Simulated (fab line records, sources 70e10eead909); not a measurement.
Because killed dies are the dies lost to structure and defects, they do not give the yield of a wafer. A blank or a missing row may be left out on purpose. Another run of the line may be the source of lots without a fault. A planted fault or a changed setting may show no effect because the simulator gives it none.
fab line records	flow nand-harc
record: lots: 12	wafers: 36	last-day: 35
route steps=1302 shown A_M1@1192 A_BONDPAD@1221 END@1302
lots with no fault: from the same line, run without faults
start-h: the number of hours between the record's first day and the start of the first shown wafer of the lot	wait-h: time in hours since the lot's previous step	" unchanged from the row above	L1.1+2: a single row standing in for several wafers	- either no value or no given start	* or withheld: withheld	< > ~ a bound
route shown NAME@n: NAME is a module with steps in the file, n the number in the route of the first one	usual: mean and standard deviation over wafers with no fault	same: alike in all rows	chamber/n: place in a boat	sites: the reading at each site	_std_site: the values' standard deviation	_edge_site: the outer-site mean with the inner-site mean subtracted	radius-mm: how far each site lies from the wafer's centre	mask NAME#n: copy n	behind: the last tool/chamber to shape the wafer	hold: what put the lot on hold/how long, in hours/how the hold closed	device: the n, p or np transistor that did not switch	end of line: the tests these same wafers got at the end of their route	a step without rows: its recipe alone	killed: dies that structure and defects cost at the first sort, which is not the same as the wafer's yield	map: shows each die of a wafer: x if killed, . if not, _ if none is there
set.NAME: the setting the step ran with; set.NAME@STEP: the setting that earlier step ran with	model.NAME: the simulator's own value behind a step, which no gauge read
a sample of lots followed through the steps of the route, with each step as a table and each wafer as a row
services: when a tool's chamber went out of use (start-h, in hours from the record's first day, below 0 if earlier), for how many hours, and the reason
== steps ==
step: NHARC_A_M1_PVD_21
recipe: target-thk-a: 300	chamber-pressure-pa: 5	power-w: 5000	substrate-temp-c: 30	time-s: 20.49	material: Cu
usual: throttle-valve-pct: 30.2/1.2
lot.wafer	tool	chamber	start-h	wait-h	throttle-valve-pct
L286.3	pvd-sputter-01	-	532.85	-	30.3
L286.2	"	-	"	"	29.6
L286.6	"	-	"	"	29.5
L288.4	pvd-sputter-02	-	558.10	-	32.0
L288.1	"	-	"	"	28.3
L288.3	"	-	"	"	29.7
L296.3	pvd-sputter-02	-	622.88	-	31.9
L296.1	"	-	"	"	28.2
L296.5	"	-	"	"	32.1
L298.3	pvd-sputter-01	-	631.70	-	30.4
L298.4	"	-	"	"	28.6
L298.5	"	-	"	"	30.1
L297.3	pvd-sputter-01	-	633.28	-	30.2
L297.2	"	-	"	"	30.0
L297.6	"	-	"	"	29.7
L299.4	pvd-sputter-01	-	656.65	-	28.7
L299.2	"	-	"	"	30.4
L299.5	"	-	"	"	30.2
L304.1	pvd-sputter-02	-	710.75	-	28.8
L304.3	"	-	"	"	29.7
L304.6	"	-	"	"	31.5
L306.4	pvd-sputter-03	-	716.84	-	32.0
L306.6	"	-	"	"	32.2
L306.5	"	-	"	"	32.0
L305.3	pvd-sputter-02	-	718.75	-	31.7
L305.6	"	-	"	"	31.9
L305.5	"	-	"	"	32.0
L308.2	pvd-sputter-01	-	741.80	-	30.1
L308.1	"	-	"	"	30.4
L308.3	"	-	"	"	29.6
L307.2	pvd-sputter-03	-	769.14	-	30.6
L307.1	"	-	"	"	32.0
L307.5	"	-	"	"	32.1
L309.3	pvd-sputter-02	-	782.29	-	28.8
L309.2	"	-	"	"	29.8
L309.5	"	-	"	"	31.9
step: NHARC_A_BONDPAD_CD_MEAS_13
usual: cd-nm: 499.1/1.5
lot.wafer	tool	chamber	start-h	wait-h	cd-nm
L286.2	cd-sem-01	-	536.49	-	500.7
L286.3	"	-	"	"	501.2
L286.6	"	-	"	"	502.8
L288.1	cd-sem-01	-	562.02	-	499.5
L288.3	"	-	"	"	500.4
L288.4	"	-	"	"	500.3
L296.1	cd-sem-01	-	627.00	-	498.2
L296.3	"	-	"	"	499.1
L296.5	"	-	"	"	501.6
L298.5	cd-sem-01	-	635.87	-	496.4
L297.2	cd-sem-03	-	637.23	-	496.0
L297.6	"	-	"	"	497.8
L299.2	cd-sem-03	-	660.59	-	499.4
L299.5	"	-	"	"	499.9
L304.1	cd-sem-02	-	714.38	-	501.3
L304.3	"	-	"	"	498.7
L304.6	"	-	"	"	499.8
L306.4	cd-sem-02	-	720.66	-	499.8
L306.5	"	-	"	"	498.5
L306.6	"	-	"	"	499.8
L305.3	cd-sem-01	-	722.47	-	498.3
L305.5	"	-	"	"	498.2
L305.6	"	-	"	"	499.4
L308.1	cd-sem-02	-	745.58	-	498.9
L308.2	"	-	"	"	496.3
L308.3	"	-	"	"	498.2
L307.1	cd-sem-01	-	772.83	-	496.9
L307.2	"	-	"	"	499.9
L307.5	"	-	"	"	498.9
L309.2	cd-sem-02	-	785.94	-	498.2
L309.3	"	-	"	"	499.5
L309.5	"	-	"	"	502.1
step: NHARC_A_BONDPAD_STRIP_15
recipe: o2-flow-sccm: 500	ar-flow-sccm: 0	bias-w: 0	chemistry: O2
usual: drypump-motor-current-A: 5.7/0.5	oes-product-au: 0.998/0.0097	rf-vpp-V: 57.7/0.85	showerhead-plenum-p-Torr: 3.50/0.1	throttle-valve-pct: 17.035/0.0087
lot.wafer	tool	chamber	start-h	wait-h	drypump-motor-current-A	oes-product-au	rf-hours-counter-h	rf-vpp-V	showerhead-plenum-p-Torr	throttle-valve-pct
L286.3	rie-diel-03	3	536.58	0.1	4.9	1.001	3	56.0	3.60	17.009
L286.2	"	0	"	"	6.0	0.989	3	58.0	3.47	17.022
L286.6	"	2	"	"	5.0	0.997	-	57.9	3.39	17.032
L288.4	rie-diel-07	0	562.11	0.1	6.5	1.004	22	57.6	3.69	17.043
L288.3	"	1	"	"	5.7	1.013	19	57.8	3.43	17.030
L288.1	"	2	"	"	5.9	0.997	22	56.8	3.47	17.034
L296.3	rie-diel-03	0	627.10	0.1	6.0	0.987	5	58.6	3.47	17.034
L296.1	"	1	"	"	5.7	0.996	4	57.1	3.58	17.036
L296.5	"	3	"	"	5.0	0.981	-	58.5	3.59	17.037
L298.5	rie-diel-07	3	636.00	0.1	6.1	1.005	-	59.6	3.36	17.030
L297.2	rie-diel-01	3	637.32	0.1	5.5	1.014	11	58.6	3.35	17.030
L297.6	"	3	"	"	5.5	1.007	-	55.9	3.35	17.024
L299.2	rie-diel-03	3	660.67	0.1	5.0	0.986	1	56.8	3.59	17.037
L299.5	"	3	"	"	5.0	0.998	-	57.3	3.59	17.038
L304.1	rie-diel-03	0	714.47	0.1	6.0	0.985	2	57.1	3.47	17.030
L304.3	"	2	"	"	5.0	0.993	2	58.2	3.39	17.033
L304.6	"	3	"	"	5.0	0.996	-	57.7	3.59	17.047
L306.4	rie-diel-03	3	720.73	0.1	5.0	0.999	3	58.9	3.59	17.039
L306.5	"	3	"	"	5.0	0.990	-	58.7	3.59	17.039
L306.6	"	0	"	"	6.0	0.979	-	57.2	3.47	17.034
L305.3	rie-diel-01	2	722.57	0.1	5.9	1.016	22	58.3	3.64	17.034
L305.5	"	0	"	"	6.5	1.001	-	57.0	3.49	17.036
L305.6	"	1	"	"	5.3	1.005	-	58.5	3.57	17.042
L308.3	rie-diel-07	3	745.65	0.1	6.1	0.992	31	57.4	3.34	17.020
L308.1	"	1	"	"	5.7	0.994	30	56.7	3.40	17.041
L308.2	"	2	"	"	5.9	0.983	30	59.0	3.44	17.049
L307.2	rie-diel-01	0	772.90	0.1	6.5	0.999	7	56.5	3.49	17.029
L307.1	"	3	"	"	5.5	1.003	6	56.3	3.34	17.028
L307.5	"	0	"	"	6.5	0.997	-	58.6	3.49	17.032
L309.3	rie-diel-07	1	786.02	0.1	5.7	1.000	43	58.0	3.39	17.036
L309.2	"	2	"	"	5.9	0.993	45	57.0	3.43	17.047
L309.5	"	2	"	"	5.9	0.977	-	58.2	3.43	17.042
step: NHARC_A_BONDPAD_PVD_27
recipe: target-thk-a: 300	chamber-pressure-pa: 5	power-w: 5000	substrate-temp-c: 30	time-s: 20.49	material: Cu
usual: throttle-valve-pct: 30.3/1.4
lot.wafer	tool	chamber	start-h	wait-h	throttle-valve-pct
L286.3	pvd-sputter-02	-	-	-	30.6
L286.2	"	-	"	"	28.3
L286.6	"	-	"	"	30.7
L288.1	pvd-sputter-01	-	-	-	29.8
L288.4	"	-	"	"	28.6
L288.3	"	-	"	"	30.4
L296.3	pvd-sputter-02	-	-	-	32.1
L296.1	"	-	"	"	30.6
L296.5	"	-	"	"	29.6
L298.5	pvd-sputter-01	-	-	-	30.0
L297.2	pvd-sputter-03	-	-	-	29.8
L297.6	"	-	"	"	31.7
L299.2	pvd-sputter-03	-	-	-	31.7
L299.5	"	-	"	"	28.9
L304.3	pvd-sputter-03	-	-	-	27.8
L304.1	"	-	"	"	32.1
L304.6	"	-	"	"	27.6
L306.4	pvd-sputter-02	-	-	-	31.6
L306.5	"	-	"	"	31.9
L306.6	"	-	"	"	32.1
L305.3	pvd-sputter-02	-	-	-	29.5
L305.5	"	-	"	"	31.7
L305.6	"	-	"	"	31.9
L308.1	pvd-sputter-03	-	-	-	32.2
L308.2	"	-	"	"	27.5
L308.3	"	-	"	"	32.0
L307.2	pvd-sputter-03	-	-	-	31.9
L307.1	"	-	"	"	30.4
L307.5	"	-	"	"	27.9
L309.3	pvd-sputter-03	-	-	-	32.0
L309.2	"	-	"	"	30.7
L309.5	"	-	"	"	27.8
step: NHARC_END_SORT_01
recipe: temp-c: 25
usual: defect-limited-yield: 92.9/2.4	killed-at-array: 44/16	killed-at-other: 0.6/1.1	killed-at-periphery: 3.9/2.6	killed-dies: 48/16	killed-open: 3.1/1.9	killed-short: 2.4/1.8	sort_bin_2_pct: 2.6/1	sort_bin_3_pct: 0.6/0.39	sort_bin_4_pct: 4.0/1.4	sort-n-pass: 629/16	sort-rim-yield-pct: 89/4.3	sort-yield-pct: 92.9/2.4
same: gross-dies: 677	sort_bin_5_pct[%]: 0	sort_bin_6_pct[%]: 0	sort_bin_7_pct[%]: 0	sort_bin_8_pct[%]: 0	sort-rim-n-gross: 106.00
lot.wafer	tool	chamber	start-h	wait-h	defect-limited-yield[%]	killed-at-array	killed-at-other	killed-at-periphery	killed-dies	killed-open	killed-short	sort_bin_2_pct[%]	sort_bin_3_pct[%]	sort_bin_4_pct[%]	sort-n-pass	sort-rim-yield-pct[%]	sort-yield-pct[%]
L297.2	prober-02	0	668.67	2.8	93.5	39	2	3	44	1	2	2.1	0.3	4.1	633	82	93.5
L297.3	prober-02	0	669.47	3.1	0	674	0	3	677	4	0	95.9	0.6	3.5	0	0	0
L297.6	prober-02	0	671.87	4.0	93.2	41	2	3	46	5	0	2.2	0.3	4.3	631	94	93.2
L298.3	prober-01	0	669.47	3.1	0.1	675	1	0	676	1	1	98.2	0	1.6	1	1	0.1
L298.4	prober-01	0	670.27	3.4	0	672	3	2	677	8	7	96.0	0.3	3.7	0	0	0
L298.5	prober-01	0	671.06	3.7	96.3	24	0	1	25	6	2	1.0	0.1	2.5	652	95	96.3
L299.2	prober-01	0	695.93	2.8	92.9	38	0	10	48	7	2	3.0	0.1	4.0	629	90	92.9
L299.4	prober-01	0	697.54	3.4	0	671	1	5	677	3	2	95.3	0.9	3.8	0	0	0
L299.5	prober-01	0	698.34	3.7	93.5	40	0	4	44	1	4	3.0	0.9	2.7	633	91	93.5
L306.4	prober-01	0	753.93	3.4	93.2	41	1	4	46	4	1	1.8	0.6	4.4	631	85	93.2
L306.5	prober-01	0	754.74	3.7	93.6	41	0	2	43	7	2	2.1	0.7	3.5	634	88	93.6
killed by level:class
L297.2 A_SLIT:chamber-film-flake=14 A_CHANNEL_HOLE_D2:chamber-film-flake=12 A_STAIRCASE:chamber-film-flake=5 P_ZERO_WELL:chamber-film-flake=2 THIN_TSV:chamber-film-flake=2 P_M0:geometric-particle:open=1 A_SOURCE_PLATE:geometric-particle:short=1 A_M1:geometric-particle:short=1
L298.3 A_M1:area-pvd=657 A_CHANNEL_HOLE_D1:chamber-film-flake=5 A_STAIRCASE:chamber-film-flake=4 A_SLIT:chamber-film-flake=2 A_WL_FILL:chamber-film-flake=2 A_CHANNEL_FILL_D2:geometric-particle:short=1 STARTING-WAFER:geometric-particle:open=1 A_ZERO_WELL:chamber-film-flake=1
L297.3 A_M1:area-pvd=629 A_SLIT:chamber-film-flake=16 A_CHANNEL_HOLE_D2:chamber-film-flake=8 A_CHANNEL_HOLE_D1:chamber-film-flake=7 A_STAIRCASE:chamber-film-flake=6 P_ZERO_WELL:chamber-film-flake=2 A_CONTACT:chamber-film-flake=2 P_CONTACT:geometric-particle:open=1
L298.4 A_M1:area-pvd=642 A_CHANNEL_HOLE_D1:chamber-film-flake=6 A_CHANNEL_FILL_D1:chamber-film-flake=3 A_CHANNEL_FILL_D1:geometric-particle:short=2 A_ONON_D2:geometric-particle:short=2 A_CHANNEL_HOLE_D2:chamber-film-flake=2 A_STAIRCASE:chamber-film-flake=2 A_SLIT:chamber-film-flake=2
L298.5 A_CHANNEL_HOLE_D1:chamber-film-flake=6 A_CONTACT:chamber-film-flake=6 A_SLIT:chamber-film-flake=3 A_STAIRCASE:chamber-film-flake=2 P_M1:geometric-particle:short=1 A_SOURCE_PLATE:geometric-particle:open=1 A_ONON_D1:geometric-particle:open=1 A_ONON_D1:geometric-particle:short=1
L297.6 A_SLIT:chamber-film-flake=15 A_CHANNEL_HOLE_D2:chamber-film-flake=6 A_CONTACT:chamber-film-flake=6 A_STAIRCASE:chamber-film-flake=5 A_CHANNEL_HOLE_D1:chamber-film-flake=3 P_ZERO_WELL:chamber-film-flake=2 THIN_TSV:chamber-film-flake=2 P_M0:geometric-particle:open=1
L299.2 A_SLIT:chamber-film-flake=18 A_CONTACT:chamber-film-flake=7 P_GATE:chamber-film-flake=5 P_M0:geometric-particle:open=3 A_DECK1_JOINT:chamber-film-flake=3 P_CONTACT:geometric-particle:open=2 A_CHANNEL_FILL_D1:geometric-particle:open=1 A_CHANNEL_FILL_D2:geometric-particle:open=1
L299.4 A_M1:area-pvd=633 A_SLIT:chamber-film-flake=21 A_CONTACT:chamber-film-flake=5 P_STI:chamber-film-flake=3 A_CHANNEL_HOLE_D1:chamber-film-flake=3 P_GATE:chamber-film-flake=2 A_CHANNEL_HOLE_D1:geometric-particle:short=1 A_CHANNEL_FILL_D1:geometric-particle:open=1
L299.5 A_SLIT:chamber-film-flake=21 A_CONTACT:chamber-film-flake=5 A_CHANNEL_HOLE_D1:chamber-film-flake=4 A_CHANNEL_FILL_D2:chamber-film-flake=3 A_WL_FILL:chamber-film-flake=2 P_CONTACT:geometric-particle:short=1 A_ONON_D1:geometric-particle:short=1 A_WL_FILL:geometric-particle:short=1
L306.4 A_SLIT:chamber-film-flake=20 A_CHANNEL_HOLE_D1:chamber-film-flake=12 A_CONTACT:chamber-film-flake=4 P_M2:chamber-film-flake=2 P_M0:geometric-particle:open=1 A_CHANNEL_FILL_D1:geometric-particle:short=1 A_ONON_D2:geometric-particle:open=1 A_BLC:geometric-particle:open=1
L306.5 A_SLIT:chamber-film-flake=20 A_CHANNEL_HOLE_D1:chamber-film-flake=4 A_STAIRCASE:chamber-film-flake=4 A_CONTACT:chamber-film-flake=3 A_ONON_D1:geometric-particle:short=2 A_DECK1_JOINT:chamber-film-flake=2 P_GATE:geometric-particle:open=1 P_CONTACT:geometric-particle:open=1
== services ==
tool	chamber	start-h	hours	kind
rie-diel-03	0	516.31	-	clean
rie-diel-03	1	516.31	-	clean
rie-diel-03	2	516.31	-	clean
rie-diel-03	3	516.31	-	clean
pvd-sputter-03	-	526.06	10.0	pm
pvd-sputter-02	-	544.66	4.3	repair
rie-diel-07	-	550.42	0.9	repair
rie-diel-01	-	558.11	9.0	pm
rie-diel-07	0	562.55	12.0	repair
pvd-sputter-01	-	582.04	10.0	pm
rie-diel-01	3	601.55	3.7	repair
rie-diel-01	1	604.61	18.3	repair
rie-diel-03	-	635.31	9.0	pm
pvd-sputter-02	-	638.06	10.0	pm
pvd-sputter-01	-	638.48	5.0	repair
rie-diel-07	-	648.23	9.0	pm
pvd-sputter-01	-	672.18	4.0	repair
pvd-sputter-03	-	675.07	9.9	repair
pvd-sputter-03	-	704.06	10.0	pm
pvd-sputter-02	-	713.26	3.9	repair
rie-diel-01	-	735.11	9.0	pm
rie-diel-01	-	753.80	0.9	repair
rie-diel-07	0	759.73	21.2	repair
pvd-sputter-01	-	760.04	10.0	pm
== key ==
first-sign: step: NHARC_END_SORT_01	reading: sort_bin_2_pct	direction: up	sigmas: 90	usual: 2.6	struck: 96.3
effect: step: NHARC_END_SORT_01	reading: killed-at-array	direction: up	sigmas: 40	usual: 44	struck: 673
more-kills-born-at: NHARC_A_M1_PVD_21@pvd-sputter-01: 2561
met-at NHARC_A_M1_PVD_21
struck-lots L297,L298,L299
struck-wafers L297.3,L298.3,L298.4,L299.4
later-rows-left-out L297.3,L298.3,L298.4,L299.4
not-acting-at NHARC_A_BONDPAD_CD_MEAS_13,NHARC_A_BONDPAD_STRIP_15,NHARC_A_BONDPAD_PVD_27
onset-between 532.85 631.70
fault: kind: process-parameter-drift	tool: pvd-sputter-01	chamber: -	onset-h: 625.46	steps: NHARC_A_M1_PVD_21	channel: target-thk-a	offset: *	shape: step	end-h: 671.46	scope: struck-wafers-only	acts-in: *	stated: *
later-rows-left-out: the simulator's readings of these wafers behind a module that went badly wrong aren't trusted and aren't shown, but for the sort
